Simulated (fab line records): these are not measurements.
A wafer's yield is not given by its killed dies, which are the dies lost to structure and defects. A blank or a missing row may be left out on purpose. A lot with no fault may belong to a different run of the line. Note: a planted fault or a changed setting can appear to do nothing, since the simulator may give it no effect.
Split-lot experiment || flow n5-finfet || 21 wafers read from 7 lots, route of 1938 steps

== SPLIT DETAILS ==
At N5_BEOL_M4_HM_DEP_02 (deposits TiN, target thk 20 nm), the setting target-thk-a was moved away from the recipe's 200 angstrom on 7 of the 21 wafers read, by -12.7% to +12.3%. This setting was run at the recipe's value on the other wafers.

== FROM THE SPLIT TO THE READING: what the file shows between them, 4 steps ==
- N5_BEOL_M4_COAT_61: time 60 s, resist thk 60 nm
- N5_BEOL_M4_COAT_62: time 60 s, resist thk 12 nm
- N5_BEOL_M4_STRIP_75: strips in N2/H2
- N5_BEOL_M4_STRIP_66: strips in CF4

== THE READING ==
etch.depth-nm (the simulator's own value, which no gauge read), in nm, at N5_BEOL_M4_HM_OPEN_17 (chemistry Cl2/BCl3, target TiN, target depth 20 nm, overetch 6 nm). The file does not state a usual value for it. Across the 14 wafers here that went through the recipe, the average is 20.04 nm and the standard deviation 0.16 nm.

{"wafer": "L074.1", "tool, chamber at the split": "pvd-sputter-01, -", "target-thk-a as run, angstrom": 174.7, "against the recipe": "-12.7%", "etch.depth-nm, nm": 17.77, "against lot-mates on the recipe": "no lot-mate on the recipe"}
{"wafer": "L074.2", "tool, chamber at the split": "pvd-sputter-01, -", "target-thk-a as run, angstrom": 174.7, "against the recipe": "-12.7%", "etch.depth-nm, nm": 17.44, "against lot-mates on the recipe": "no lot-mate on the recipe"}
{"wafer": "L074.5", "tool, chamber at the split": "pvd-sputter-01, -", "target-thk-a as run, angstrom": 174.7, "against the recipe": "-12.7%", "etch.depth-nm, nm": 17.66, "against lot-mates on the recipe": "no lot-mate on the recipe"}
{"wafer": "L075.1", "tool, chamber at the split": "pvd-sputter-03, -", "target-thk-a as run, angstrom": 200, "against the recipe": "recipe", "etch.depth-nm, nm": 20.1, "against lot-mates on the recipe": "-"}
{"wafer": "L075.2", "tool, chamber at the split": "pvd-sputter-03, -", "target-thk-a as run, angstrom": 200, "against the recipe": "recipe", "etch.depth-nm, nm": 20.16, "against lot-mates on the recipe": "-"}
{"wafer": "L075.3", "tool, chamber at the split": "pvd-sputter-03, -", "target-thk-a as run, angstrom": 200, "against the recipe": "recipe", "etch.depth-nm, nm": 20.19, "against lot-mates on the recipe": "-"}
{"wafer": "L077.1", "tool, chamber at the split": "pvd-sputter-02, -", "target-thk-a as run, angstrom": 200, "against the recipe": "recipe", "etch.depth-nm, nm": 20.17, "against lot-mates on the recipe": "-"}
{"wafer": "L077.3", "tool, chamber at the split": "pvd-sputter-02, -", "target-thk-a as run, angstrom": 200, "against the recipe": "recipe", "etch.depth-nm, nm": 20.24, "against lot-mates on the recipe": "-"}
{"wafer": "L077.5", "tool, chamber at the split": "pvd-sputter-02, -", "target-thk-a as run, angstrom": 200, "against the recipe": "recipe", "etch.depth-nm, nm": 20.15, "against lot-mates on the recipe": "-"}
{"wafer": "L080.1", "tool, chamber at the split": "pvd-sputter-01, -", "target-thk-a as run, angstrom": 200, "against the recipe": "recipe", "etch.depth-nm, nm": 19.95, "against lot-mates on the recipe": "-"}
{"wafer": "L080.2", "tool, chamber at the split": "pvd-sputter-01, -", "target-thk-a as run, angstrom": 224.6, "against the recipe": "+12.3%", "etch.depth-nm, nm": 22.46, "against lot-mates on the recipe": "+2.47"}
{"wafer": "L080.6", "tool, chamber at the split": "pvd-sputter-01, -", "target-thk-a as run, angstrom": 200, "against the recipe": "recipe", "etch.depth-nm, nm": 20.04, "against lot-mates on the recipe": "-"}
{"wafer": "L088.1", "tool, chamber at the split": "pvd-sputter-01, -", "target-thk-a as run, angstrom": 217.7, "against the recipe": "+8.9%", "etch.depth-nm, nm": 21.49, "against lot-mates on the recipe": "+1.67"}
{"wafer": "L088.2", "tool, chamber at the split": "pvd-sputter-01, -", "target-thk-a as run, angstrom": 200, "against the recipe": "recipe", "etch.depth-nm, nm": 19.71, "against lot-mates on the recipe": "-"}
{"wafer": "L088.4", "tool, chamber at the split": "pvd-sputter-01, -", "target-thk-a as run, angstrom": 200, "against the recipe": "recipe", "etch.depth-nm, nm": 19.93, "against lot-mates on the recipe": "-"}
{"wafer": "L092.1", "tool, chamber at the split": "pvd-sputter-01, -", "target-thk-a as run, angstrom": 212.1, "against the recipe": "+6.0%", "etch.depth-nm, nm": 21.06, "against lot-mates on the recipe": "+1.32"}
{"wafer": "L092.2", "tool, chamber at the split": "pvd-sputter-01, -", "target-thk-a as run, angstrom": 200, "against the recipe": "recipe", "etch.depth-nm, nm": 19.74, "against lot-mates on the recipe": "-"}
{"wafer": "L092.3", "tool, chamber at the split": "pvd-sputter-01, -", "target-thk-a as run, angstrom": 212.1, "against the recipe": "+6.0%", "etch.depth-nm, nm": 20.93, "against lot-mates on the recipe": "+1.19"}
{"wafer": "L093.1", "tool, chamber at the split": "pvd-sputter-01, -", "target-thk-a as run, angstrom": 200, "against the recipe": "recipe", "etch.depth-nm, nm": 20.15, "against lot-mates on the recipe": "-"}
{"wafer": "L093.2", "tool, chamber at the split": "pvd-sputter-01, -", "target-thk-a as run, angstrom": 200, "against the recipe": "recipe", "etch.depth-nm, nm": 20.08, "against lot-mates on the recipe": "-"}
{"wafer": "L093.5", "tool, chamber at the split": "pvd-sputter-01, -", "target-thk-a as run, angstrom": 200, "against the recipe": "recipe", "etch.depth-nm, nm": 19.93, "against lot-mates on the recipe": "-"}

THE FIT
A straight line over all 21 wafers: etch.depth-nm changes by +0.186 nm for each +1% of target-thk-a; r = +0.99; the points scatter about the line by 0.17 nm.
The same after taking each lot's own level away (the mean of its wafers on the recipe; 18 wafers): +0.199 nm for each +1%; r = +1.00; scatter 0.073 nm.
On that fit, the largest move of target-thk-a shifts the reading by 2.5 nm.
From 19.740 to 20.187 nm: that is the span of the lots' own levels, equal to 2.8 times the standard deviation above.
The two slopes agree, so the slope changes little with the lot-to-lot level.
Check: for one of the wafers moved furthest among these (+12.3%), held out of the fit, the line's prediction against its lot-mates is +2.43 nm. Against them it came out at +2.47 nm.

== FURTHER SPLITS ON THESE WAFERS ==
These wafers also went through other splits before the reading. Each is held against what the fit with the lots' levels taken away leaves over:
{"other split on the same wafers": "N5_BEOL_M0_SAQP_ETCH_73 cf4-flow-sccm", "wafers away from the commonest value": 3, "r with etch.depth-nm (lot level and that fit taken away)": -0.31}
{"other split on the same wafers": "N5_BEOL_M3_COAT_67 spin-rpm", "wafers away from the commonest value": 4, "r with etch.depth-nm (lot level and that fit taken away)": "+0.28"}
{"other split on the same wafers": "N5_BEOL_M3_COAT_22 spin-rpm", "wafers away from the commonest value": 6, "r with etch.depth-nm (lot level and that fit taken away)": "+0.17"}

== THE WHOLE CHAIN: every reading that the file lists as answering this split, in the file's order ==
{"step": "N5_BEOL_M4_HM_DEP_02", "what it does": "deposits TiN, target thk 20 nm", "reading": "TiN_of_BEOL_M4_HM_DEP_02.thk-nm (the simulator's own value, which no gauge read)", "change (the file's fit)": "+0.188 nm for each +1% of the setting", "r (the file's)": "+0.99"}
{"step": "N5_BEOL_M4_HM_OPEN_17", "what it does": "chemistry Cl2/BCl3, target TiN, target depth 20 nm, overetch 6 nm", "reading": "etch.depth-nm (the simulator's own value, which no gauge read)", "change (the file's fit)": "+0.198 nm for each +1% of the setting", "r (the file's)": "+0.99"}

== FILE'S OWN FIT ==
etch.depth-nm changes by +0.198 nm for each +1% of target-thk-a, r = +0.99.
